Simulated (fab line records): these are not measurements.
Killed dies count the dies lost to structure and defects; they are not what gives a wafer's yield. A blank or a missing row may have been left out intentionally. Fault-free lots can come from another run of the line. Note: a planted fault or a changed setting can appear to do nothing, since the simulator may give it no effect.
fab line records ; flow n5-finfet
[record] lots = 9; wafers = 27; last-day = 15
route steps=1938 shown BEOL_M2@925 BEOL_M3@932 BEOL_M4@1111 PASSIVATION@1936
lots that met no fault: from a run of the same line without faults
start-h: hours from the record's opening day to when the first of the lot's shown wafers began ; wait-h: how many hours have passed since the lot's step before this one ; " repeats the value in the row above ; L1.1+2: several wafers, shown together as one row ; - value missing, or start not given ; * or withheld: withheld ; < > ~ a bound
route shown NAME@n: names a module that has steps shown in the file, with the first one's number in the route ; usual: mean and standard deviation over wafers with no fault ; same: alike in all rows ; chamber/n: place in a boat ; sites: each site's reading ; _std_site: standard deviation across them ; _edge_site: mean of outer sites minus mean of inner sites ; radius-mm: for every site, how far away it sits from the centre of the wafer ; mask NAME#n: copy n ; behind: the most recent tool/chamber to have shaped the wafer ; hold: why the lot was held/for how many hours/how that ended ; device: the n, p or np transistor that did not switch ; end of line: the same wafers' tests at the end of the route ; where a step has no rows: the recipe by itself ; killed: count of dies lost to structure and defects at first sort (not the wafer's yield) ; map: the dies of a wafer, with x for killed, . for not killed, _ for no die there
set.NAME: the run value of the setting; set.NAME@STEP: its run value at that earlier step ; model.NAME: the simulator's own value behind a step, which no gauge read
route steps across a sampled set of lots; one table per step, one row per wafer
services: from which hour (start-h, from the record's first day; less than 0 if before it) a tool's chamber was out of use, for how many hours, and why
[[steps]]
[step N5_BEOL_M2_PRE_CLEAN_60]
[recipe] gas = NH3/H2; time-s = 15; temp-c = *; rf-power-w = 300
[usual] heater-power-w = 74/20
lot.wafer;tool;chamber;start-h;wait-h;heater-power-w
L137.1;cvd-co-02;0;148.00;0.0;78
L137.4;cvd-co-02;0;148.00;0.0;77
L137.5;cvd-co-02;1;148.00;0.0;56
L142.2;cvd-co-01;0;172.09;0.0;42
L142.3;cvd-co-01;2;172.09;0.0;97
L142.5;cvd-co-01;2;172.09;0.0;100
L146.1;cvd-co-02;1;195.41;0.0;57
L146.4;cvd-co-02;0;195.41;0.0;79
L146.5;cvd-co-02;1;195.41;0.0;55
L147.2;cvd-co-01;0;206.29;0.1;43
L147.4;cvd-co-01;1;206.29;0.1;72
L147.6;cvd-co-01;0;206.29;0.1;42
L148.2;cvd-co-02;0;209.29;0.0;77
L148.3;cvd-co-02;2;209.29;0.0;95
L148.4;cvd-co-02;2;209.29;0.0;94
L149.1;cvd-co-01;2;220.48;0.0;97
L149.3;cvd-co-01;0;220.48;0.0;43
L149.5;cvd-co-01;1;220.48;0.0;75
L150.2;cvd-co-01;2;225.14;0.0;100
L150.4;cvd-co-01;0;225.14;0.0;43
L150.5;cvd-co-01;2;225.14;0.0;98
L152.3;cvd-co-02;2;238.88;0.0;93
L152.4;cvd-co-02;1;238.88;0.0;57
L152.5;cvd-co-02;2;238.88;0.0;96
L154.1;cvd-co-01;0;249.68;0.0;43
L154.2;cvd-co-01;2;249.68;0.0;96
L154.4;cvd-co-01;2;249.68;0.0;99
[step N5_BEOL_M3_THK_MEAS_01]
[recipe] reads = SiOC_of_BEOL_M3_ILD_DEP_00
[usual] M3_ILD_THK = 79.2/1.1
lot.wafer;tool;chamber;start-h;wait-h;M3_ILD_THK[nm]
L137.1;film-metro-02;-;148.36;0.0;78.6
L137.4;film-metro-02;-;148.36;0.0;78.5
L137.5;film-metro-02;-;148.36;0.0;78.7
L142.2;film-metro-02;-;172.50;0.1;79.5
L142.3;film-metro-02;-;172.50;0.1;79.6
L142.5;film-metro-02;-;172.50;0.1;80.6
L146.1;film-metro-02;-;195.79;0.0;79.7
L146.4;film-metro-02;-;195.79;0.0;80.1
L146.5;film-metro-02;-;195.79;0.0;80.6
L147.2;film-metro-02;-;206.64;0.1;78.9
L147.4;film-metro-02;-;206.64;0.1;80.7
L147.6;film-metro-02;-;206.64;0.1;81.1
L148.2;film-metro-02;-;209.66;0.1;78.5
L148.3;film-metro-02;-;209.66;0.1;80.1
L148.4;film-metro-02;-;209.66;0.1;80.0
L149.1;film-metro-01;-;220.83;0.0;78.1
L149.3;film-metro-01;-;220.83;0.0;77.6
L149.5;film-metro-01;-;220.83;0.0;78.4
L150.2;film-metro-02;-;225.54;0.1;77.5
L150.4;film-metro-02;-;225.54;0.1;78.3
L150.5;film-metro-02;-;225.54;0.1;78.7
L152.3;film-metro-01;-;239.25;0.1;80.1
L152.4;film-metro-01;-;239.25;0.1;80.3
L152.5;film-metro-01;-;239.25;0.1;79.9
L154.1;film-metro-02;-;250.03;0.0;79.4
L154.2;film-metro-02;-;250.03;0.0;78.7
L154.4;film-metro-02;-;250.03;0.0;79.1
[step N5_BEOL_M3_PECVD_72]
[recipe] material = SiO2; target-thk-a = 160; temp-c = 400; precursor = TEOS/O2; pressure-torr = 5.5; rf-w = 450; teos-flow-sccm = 53.8; gas = O2; flow-sccm = 3000; time-s = 18
[usual] heater-power-w = 720/140; showerhead-plenum-p-Torr = 8.796/0.028; throttle-valve-pct = 22.4/1.7
lot.wafer;tool;chamber;start-h;wait-h;heater-power-w;showerhead-plenum-p-Torr;throttle-valve-pct
L137.1;pecvd-03;2;148.40;0.0;884;8.772;20.7
L137.4;pecvd-03;0;148.40;0.0;577;8.779;22.8
L137.5;pecvd-03;2;148.40;0.0;867;8.777;20.7
L142.2;pecvd-03;2;172.54;0.0;918;8.773;20.8
L142.3;pecvd-03;1;172.54;0.0;583;8.812;24.5
L142.5;pecvd-03;0;172.54;0.0;652;8.755;22.5
L146.1;pecvd-01;1;195.83;0.0;661;8.826;22.9
L146.4;pecvd-01;0;195.83;0.0;759;8.805;20.9
L146.5;pecvd-01;0;195.83;0.0;760;8.803;20.6
L147.2;pecvd-02;0;206.68;0.0;722;8.814;21.6
L147.4;pecvd-02;1;206.68;0.0;410;8.787;26.0
L147.6;pecvd-02;0;206.68;0.0;709;8.812;21.6
L148.2;pecvd-03;0;209.70;0.0;644;8.782;23.0
L148.3;pecvd-03;1;209.70;0.0;710;8.834;24.7
L148.4;pecvd-03;1;209.70;0.0;719;8.842;24.9
L149.1;pecvd-03;0;220.87;0.0;613;8.795;22.8
L149.3;pecvd-03;1;220.87;0.0;716;8.833;24.7
L149.5;pecvd-03;2;220.87;0.0;1019;8.787;20.6
L150.2;pecvd-01;0;225.58;0.0;835;8.775;20.8
L150.4;pecvd-01;0;225.58;0.0;847;8.813;20.6
L150.5;pecvd-01;2;225.58;0.0;818;8.795;19.9
L152.3;pecvd-03;1;239.29;0.0;700;8.821;24.7
L152.4;pecvd-03;0;239.29;0.0;656;8.777;22.7
L152.5;pecvd-03;2;239.29;0.0;911;8.763;21.0
L154.1;pecvd-01;1;250.07;0.0;656;8.822;22.6
L154.2;pecvd-01;0;250.07;0.0;675;8.809;20.7
L154.4;pecvd-01;1;250.07;0.0;661;8.833;22.5
[step N5_BEOL_M3_INSPECT_13]
[recipe] mode = adi; inspect-instrument = brightfield
[usual] raw-defect-count = 396/85
lot.wafer;tool;chamber;start-h;wait-h;raw-defect-count
L137.1;defect-inspect-02;-;149.25;0.1;360
L137.4;defect-inspect-02;-;149.25;0.1;567
L137.5;defect-inspect-02;-;149.25;0.1;299
L142.2;defect-inspect-01;-;173.75;0.0;376
L142.3;defect-inspect-01;-;173.75;0.0;354
L142.5;defect-inspect-01;-;173.75;0.0;358
L146.1;defect-inspect-01;-;196.76;0.1;423
L146.4;defect-inspect-01;-;196.76;0.1;451
L146.5;defect-inspect-01;-;196.76;0.1;313
L147.2;defect-inspect-01;-;209.42;0.0;387
L147.4;defect-inspect-01;-;209.42;0.0;345
L147.6;defect-inspect-01;-;209.42;0.0;507
L148.2;defect-inspect-01;-;211.04;0.0;290
L148.3;defect-inspect-01;-;211.04;0.0;289
L148.4;defect-inspect-01;-;211.04;0.0;281
L149.1;defect-inspect-01;-;223.20;0.1;434
L149.3;defect-inspect-01;-;223.20;0.1;273
L149.5;defect-inspect-01;-;223.20;0.1;297
L150.2;defect-inspect-01;-;226.51;0.0;414
L150.4;defect-inspect-01;-;226.51;0.0;378
L150.5;defect-inspect-01;-;226.51;0.0;466
L152.3;defect-inspect-01;-;240.76;0.0;1556
L152.4;defect-inspect-01;-;240.76;0.0;499
L152.5;defect-inspect-01;-;240.76;0.0;539
L154.1;defect-inspect-01;-;250.96;0.1;331
L154.2;defect-inspect-01;-;250.96;0.1;580
L154.4;defect-inspect-01;-;250.96;0.1;525
[step N5_BEOL_M3_DESCUM_16]
[recipe] chemistry = O2; time-s = 7; source-power-w = 50; bias-power-w = 20; pressure-mtorr = 20; rf-frequency-hz = 2.712e+07; temp-c = 40; resist = CAR-EUV; o2-flow-sccm = 225
[usual] drypump-motor-current-A = 5.8/0.52; o2-flow-sccm = 225.0/0.59; oes-product-au = 0.79/0.08; rf-vpp-V = 244.0/1.3; showerhead-plenum-p-Torr = 2.14/0.064; throttle-valve-pct = 20.34/0.24
lot.wafer;tool;chamber;start-h;wait-h;drypump-motor-current-A;o2-flow-sccm;oes-product-au;rf-hours-counter-h;rf-vpp-V;showerhead-plenum-p-Torr;throttle-valve-pct
L137.1;rie-diel-01;1;149.29;0.0;5.0;224.2;0.91;21;245.2;2.23;20.23
L137.4;rie-diel-01;0;149.29;0.0;6.7;225.6;0.76;-;246.3;2.17;20.27
L137.5;rie-diel-01;3;149.29;0.0;5.7;224.8;0.87;-;241.6;2.04;20.17
L142.2;rie-diel-03;1;173.78;0.0;5.9;224.3;0.75;182;244.2;2.17;20.54
L142.3;rie-diel-03;0;173.78;0.0;5.2;225.1;0.73;169;244.9;2.18;20.17
L142.5;rie-diel-03;2;173.78;0.0;6.0;225.6;0.74;-;244.1;2.17;20.47
L146.1;rie-diel-01;3;196.80;0.0;5.7;225.4;0.86;68;242.5;2.03;20.19
L146.4;rie-diel-01;1;196.80;0.0;5.0;225.5;0.87;-;246.5;2.22;20.25
L146.5;rie-diel-01;3;196.80;0.0;5.7;225.3;0.85;-;242.1;2.03;20.20
L147.2;rie-diel-03;1;209.46;0.0;5.9;225.1;0.73;195;243.7;2.17;20.55
L147.4;rie-diel-03;0;209.46;0.0;5.3;223.9;0.72;-;243.2;2.18;20.19
L147.6;rie-diel-03;1;209.46;0.0;6.0;224.2;0.73;-;245.4;2.17;20.54
L148.2;rie-diel-06;2;211.16;0.1;6.4;225.1;0.71;208;241.6;1.99;20.95
L148.3;rie-diel-06;1;211.16;0.1;5.9;225.6;0.91;23;243.9;2.14;20.13
L148.4;rie-diel-06;0;211.16;0.1;5.0;224.1;0.85;58;245.6;2.22;20.28
L149.1;rie-diel-01;2;223.35;0.1;5.4;225.0;0.67;241;242.9;2.15;20.60
L149.3;rie-diel-01;1;223.35;0.1;5.0;226.2;0.86;46;244.4;2.22;20.27
L149.5;rie-diel-01;0;223.35;0.1;6.7;224.9;0.74;-;244.6;2.16;20.32
L150.2;rie-diel-01;1;226.54;0.0;5.0;225.5;0.85;47;244.9;2.22;20.27
L150.4;rie-diel-01;3;226.54;0.0;5.7;225.4;0.84;77;243.6;2.03;20.24
L150.5;rie-diel-01;2;226.54;0.0;5.4;225.8;0.68;-;244.6;2.15;20.60
L152.3;rie-diel-01;2;240.79;0.0;5.4;225.8;0.67;246;243.5;2.15;20.60
L152.4;rie-diel-01;3;240.79;0.0;5.7;224.8;0.82;81;242.3;2.03;20.23
L152.5;rie-diel-01;0;240.79;0.0;6.7;224.0;0.75;-;244.0;2.16;20.32
L154.1;rie-diel-03;2;250.99;0.0;6.0;225.7;0.71;218;243.2;2.16;20.51
L154.2;rie-diel-03;1;250.99;0.0;6.0;224.6;0.72;212;243.9;2.16;20.59
L154.4;rie-diel-03;0;250.99;0.0;5.3;224.6;0.70;-;244.7;2.17;20.22
[step N5_BEOL_M4_RC_MEAS_101]
[usual] DIBL_N = 36.2/1.5; DIBL_P = 36.2/1.7; IOFF_N = 0.155/0.021; IOFF_P = 0.216/0.026; ION_N = 674/11; ION_P = 464/6.8; SS_N = 71.5/0.56; SS_P = 73.3/0.6; VT_N = 250.2/2.6; VT_P = -249.3/2.5
lot.wafer;tool;chamber;start-h;wait-h;DIBL_N[mV/V];DIBL_P[mV/V];IOFF_N[nA/um];IOFF_P[nA/um];ION_N[uA/um];ION_P[uA/um];SS_N[mV/dec];SS_P[mV/dec];VT_N[mV];VT_P[mV]
L137.1;prober-01;0;176.56;0.0;33.3;33.5;0.137;0.185;679;470;70.5;73.2;251.1;-248.6
L137.4;prober-01;0;176.56;0.0;35.6;36.3;0.173;0.222;691;471;71.4;73.4;247.4;-246.7
L137.5;prober-01;0;176.56;0.0;36.5;36.6;0.191;0.233;693;477;72.2;73.1;246.9;-245.7
L142.2;prober-02;0;195.41;0.2;36.6;37.6;0.171;0.210;688;463;71.6;73.2;250.8;-253.2
L142.3;prober-02;0;195.41;0.2;35.7;35.8;0.152;0.195;660;457;71.5;73.6;254.5;-252.2
L142.5;prober-02;0;195.41;0.2;36.9;37.4;0.170;0.208;671;458;71.8;73.9;248.4;-254.2
L146.1;prober-01;0;217.26;0.0;33.5;34.8;0.125;0.189;662;458;71.1;72.1;253.4;-251.0
L146.4;prober-01;0;217.26;0.0;33.4;33.9;0.124;0.173;663;461;71.0;72.5;252.7;-254.0
L146.5;prober-01;0;217.26;0.0;34.9;35.8;0.144;0.193;662;450;70.9;72.3;252.0;-252.1
L147.2;prober-01;0;228.77;0.2;36.2;35.7;0.160;0.229;659;450;72.8;72.8;250.3;-247.6
L147.4;prober-01;0;228.77;0.2;36.6;35.4;0.160;0.233;665;464;71.9;73.5;251.0;-246.4
L147.6;prober-01;0;228.77;0.2;36.1;35.1;0.150;0.229;661;458;71.8;73.0;251.0;-246.5
L148.2;prober-01;0;239.64;0.2;32.9;33.6;0.135;0.209;687;475;71.5;72.1;248.7;-246.3
L148.3;prober-01;0;239.64;0.2;33.8;34.4;0.149;0.216;680;469;71.3;72.6;249.3;-247.4
L148.4;prober-01;0;239.64;0.2;33.1;34.2;0.141;0.213;674;468;70.4;72.6;247.7;-246.8
L149.1;prober-02;0;241.05;0.0;36.9;36.2;0.154;0.235;662;463;71.2;72.6;250.8;-246.5
L149.3;prober-02;0;241.05;0.0;39.5;39.9;0.221;0.302;689;479;71.5;73.6;242.6;-245.0
L149.5;prober-02;0;241.05;0.0;36.4;36.4;0.158;0.239;690;473;72.1;72.4;247.0;-247.0
L150.2;prober-02;0;247.08;0.2;34.9;34.1;0.136;0.184;666;463;71.4;73.4;250.5;-250.3
L150.4;prober-02;0;247.08;0.2;37.9;36.4;0.192;0.229;694;468;71.6;73.6;244.8;-249.0
L150.5;prober-02;0;247.08;0.2;37.9;37.6;0.188;0.252;679;470;71.8;73.8;246.0;-246.1
L152.3;prober-01;0;258.88;0.3;38.2;39.6;0.180;0.242;678;470;72.0;74.5;245.3;-247.1
L152.4;prober-01;0;258.88;0.3;37.7;37.5;0.155;0.213;652;453;71.7;73.4;250.9;-250.8
L152.5;prober-01;0;258.88;0.3;37.7;37.5;0.155;0.211;671;462;71.6;73.2;251.0;-250.8
L154.1;prober-01;0;271.15;0.0;35.3;35.2;0.145;0.212;668;471;70.9;73.3;250.6;-246.6
L154.2;prober-01;0;271.15;0.0;35.6;36.4;0.159;0.239;680;476;71.2;73.7;248.2;-248.1
L154.4;prober-01;0;271.15;0.0;37.2;37.6;0.184;0.257;686;473;72.1;73.9;248.1;-246.3
[step N5_PASSIVATION_PROBE_49]
[usual] defect-limited-yield = 91.3/1.3; killed_at_M0_to_M3 = 32/11; killed_at_M4_up = 15/5.6; killed-at-contacts = 12/6; killed-at-front-end = 40/11; killed-at-other = 3.5/2.6; killed-dies = 102/15; killed-open = 67/12; killed-short = 34/7.3; sort_bin_5_function = 5.1/0.85; sort_bin_6_memory = 3.2/0.61; sort-n-pass = 1078/15; sort-yield-pct = 91.3/1.3
[same] gross-dies = 1180; killed-at-back-side = 0; sort_bin_4_leakage[%] = 0; sort_bin_8_speed[%] = 0
lot.wafer;tool;chamber;start-h;wait-h;defect-limited-yield[%];killed_at_M0_to_M3;killed_at_M4_up;killed-at-contacts;killed-at-front-end;killed-at-other;killed-dies;killed-open;killed-short;sort_bin_5_function[%];sort_bin_6_memory[%];sort-n-pass;sort-yield-pct[%]
L148.3;prober-02;-;331.09;0.1;85.7;73;22;2;65;7;169;107;61;8.1;5.4;1011;85.7
L152.3;prober-02;-;351.41;0.1;80.5;178;9;8;29;6;230;44;38;12.5;3.6;950;80.5
L152.4;prober-02;-;351.46;0.2;92.5;43;11;4;29;1;88;54;32;4.1;3.1;1092;92.5
L152.5;prober-02;-;351.51;0.2;92.5;40;11;4;33;1;89;49;31;4.7;2.6;1091;92.5
// killed by level:class
L148.3 STI_FIN_REVEAL:geometric-particle:open=18 BEOL_M0_SAQP:geometric-particle:short=17 BEOL_M0_SAQP:geometric-particle:open=15 BEOL_M4:geometric-particle:open=14 FIN_SAQP:geometric-particle:short=9 BEOL_M3:geometric-particle:open=9 BEOL_M1:geometric-particle:open=9 FIN_SAQP:geometric-particle:open=8
L152.3 BEOL_M3:unspecified=148 BEOL_M0_SAQP:geometric-particle:short=11 FIN_SAQP:geometric-particle:open=9 BEOL_M0_SAQP:geometric-particle:open=8 MOL_CONTACT_COAG:geometric-particle:open=6 FIN_SAQP:geometric-particle:short=5 GATE_CUT:geometric-particle:short=5 BEOL_M3:geometric-particle:open=4
L152.4 BEOL_M0_SAQP:geometric-particle:open=15 BEOL_M0_SAQP:geometric-particle:short=15 STARTING-WAFER:geometric-particle:open=8 FIN_SAQP:geometric-particle:open=5 BEOL_M4:geometric-particle:open=5 DUMMY_GATE:geometric-particle:open=4 BEOL_M3:geometric-particle:open=4 FIN_SAQP:geometric-particle:short=3
L152.5 GATE_CUT:geometric-particle:short=13 BEOL_M0_SAQP:geometric-particle:open=10 BEOL_M3:geometric-particle:open=9 BEOL_M0_SAQP:geometric-particle:short=6 BEOL_M1:geometric-particle:open=5 BEOL_M0_CUTY:coat-microbubble-printed=4 GATE_CUT:geometric-particle:open=3 MOL_CONTACT_COAG:geometric-particle:open=3
[[services]]
tool;chamber;start-h;hours;kind
pecvd-03;0;132.12;5.7;repair
pecvd-01;1;133.41;2.1;scheduled-down
rie-diel-03;0;139.33;1.5;repair
pecvd-03;-;139.98;6.0;pm
pecvd-02;1;141.12;5.5;scheduled-down
rie-diel-01;2;145.18;8.5;repair
pecvd-03;1;152.44;14.4;repair
rie-diel-01;3;163.44;4.6;repair
cvd-co-01;1;164.20;16.8;repair
pecvd-01;2;174.39;2.1;scheduled-down
rie-diel-06;2;178.70;3.8;repair
pecvd-01;2;179.53;17.8;repair
pecvd-02;1;180.61;3.7;repair
rie-diel-01;0;184.02;9.1;repair
rie-diel-01;2;185.47;12.7;repair
rie-diel-03;3;194.87;4.1;repair
cvd-co-02;-;202.36;0.9;repair
rie-diel-03;3;202.36;63.7;repair
pecvd-02;2;202.38;-;clean
pecvd-02;2;202.38;-;consumable-replace:showerhead
pecvd-01;-;203.10;0.7;repair
pecvd-03;1;223.28;2.1;scheduled-down
rie-diel-06;1;228.58;18.5;repair
pecvd-02;2;239.02;2.2;repair
[[key]]
[first-sign] step = N5_BEOL_M3_INSPECT_13; reading = raw-defect-count; direction = up; sigmas = 14; usual = 396; struck = 1556
[effect] step = N5_PASSIVATION_PROBE_49; reading = killed_at_M0_to_M3; direction = up; sigmas = 13; usual = 32; struck = 178
[more-kills-born-at] N5_BEOL_M3_PECVD_72@pecvd-03 = 148
met-at N5_BEOL_M3_PECVD_72
struck-lots L152
struck-wafers L152.3
not-acting-at N5_BEOL_M2_PRE_CLEAN_60,N5_BEOL_M3_THK_MEAS_01,N5_BEOL_M3_DESCUM_16
onset-between 220.87 239.29
[fault] kind = chamber-particle-source; tool = pecvd-03; chamber = 1; onset-h = 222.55; steps = N5_BEOL_M3_PECVD_72; rate-per-visit-cm2 = 1.547; end-h = 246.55
